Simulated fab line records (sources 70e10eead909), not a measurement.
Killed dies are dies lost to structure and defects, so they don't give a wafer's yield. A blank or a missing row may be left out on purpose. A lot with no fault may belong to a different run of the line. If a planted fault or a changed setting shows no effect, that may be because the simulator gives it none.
The same fault as seen by 3 desks | flow nandHarc | every desk sees just its own numbers, and what lay behind them comes last

== AT THE TOOL OWNER'S DESK: cmp-01 ==
The tool's own readings at NHARC_A_WL_FILL_CMP_12 (polishes, t overpolish 30 s, target thk 75 nm): means of the sampled wafers that have a number, for each lot that ran on this tool. Any lot whose mean is over 4 standard deviations away from the usual mean is out of limits and marked OUT; that distance is given in the brackets.
Columns: A = motorCurrentA at NHARC_A_WL_FILL_CMP_12, usual 12.3 A; B = overpolishRunS at NHARC_A_WL_FILL_CMP_12, usual 30.001 s; C = timeToEndpointS at NHARC_A_WL_FILL_CMP_12, usual 14.9 s
lot  | first seen here | A    | B      | C
L401 | day 16 21:47    | 12.6 | 30.002 | 14.9
L398 | day 16 22:04    | 12.9 | 29.999 | 16.9
L403 | day 18 03:49    | 13.3 | 30.005 | 14.0
L405 | day 18 15:36    | 13.4 | 30.008 | 13.7
L409 | day 20 00:58    | 12.2 | 29.998 | 17.3
L411 | day 20 02:31    | 12.7 | 30.005 | 14.0
Finding of this desk: none of the 6 lots has anything out of limits.

== THE DEFECT DESK ==
For each lot, the counts of the inspections along the route, averaged over the sampled wafers that have a number. Any lot whose mean is over 4 standard deviations away from the usual mean is out of limits and marked OUT; that distance is given in the brackets.
Columns: A = rawDefectCount at NHARC_A_WL_FILL_INSPECT_15, usual 406
lot  | first seen here | A
L396 | day 16 05:53    | 283
L401 | day 16 22:13    | 478
L398 | day 16 22:29    | 629
L403 | day 18 04:13    | 360
L404 | day 18 04:48    | 498
L405 | day 18 16:04    | 448
L410 | day 19 08:38    | 458
L409 | day 20 01:25    | 1421 (+7.8) OUT
L411 | day 20 03:01    | 1528 (+8.6) OUT
L417 | day 21 15:07    | 286
L418 | day 21 15:31    | 495
L419 | day 22 02:14    | 372
Finding of this desk: L409, L411 out of limits; the first was L409 at day 20 01:25, on rawDefectCount at NHARC_A_WL_FILL_INSPECT_15. In limits: L396, L401, L398, L403, L404, L405, L410, L417, L418, L419.

== FROM THE METROLOGY DESK ==
What the gauges read for every lot (on any tool): the sampled wafers with a number, averaged. Any lot whose mean is over 4 standard deviations away from the usual mean is out of limits and marked OUT; that distance is given in the brackets.
Columns: A = cdNm at NHARC_A_SLIT_CD_MEAS_21, usual 289.3 nm
lot  | first seen here | A
L396 | day 14 14:57    | 289.7
L398 | day 15 02:27    | 288.9
L401 | day 15 10:43    | 288.9
L404 | day 16 11:52    | 289.9
L403 | day 16 12:04    | 289.5
L405 | day 17 03:53    | 289.4
L410 | day 17 19:20    | 286.9
L411 | day 18 15:34    | 289.5
L409 | day 18 16:34    | 289.7
L418 | day 20 03:20    | 289.0
L417 | day 20 04:58    | 288.9
L419 | day 20 12:07    | 290.2
Finding of this desk: none of the 12 lots has anything out of limits.

== BROUGHT TOGETHER ==
The defect desk could have raised an alarm at day 20 01:25, on L409, L411.
The tool owner's desk saw nothing out of limits.
Nothing out of limits was seen by the metrology desk.
On record at the tool owner's desk: L409, L411, within its limits.
The metrology desk holds a record of L409, L411, inside its limits.
NHARC_A_WL_FILL_CMP_12 was run on cmp-01 by each of the lots named.

== WHAT WAS PUT IN BY THE SIMULATOR ==
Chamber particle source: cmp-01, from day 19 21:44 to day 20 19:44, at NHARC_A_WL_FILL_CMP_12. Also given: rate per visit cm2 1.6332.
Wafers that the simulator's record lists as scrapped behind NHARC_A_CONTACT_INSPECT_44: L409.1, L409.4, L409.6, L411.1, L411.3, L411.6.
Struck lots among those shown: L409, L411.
Hours from the fault's start to each desk's first reading out of limits: the defect desk, 4.
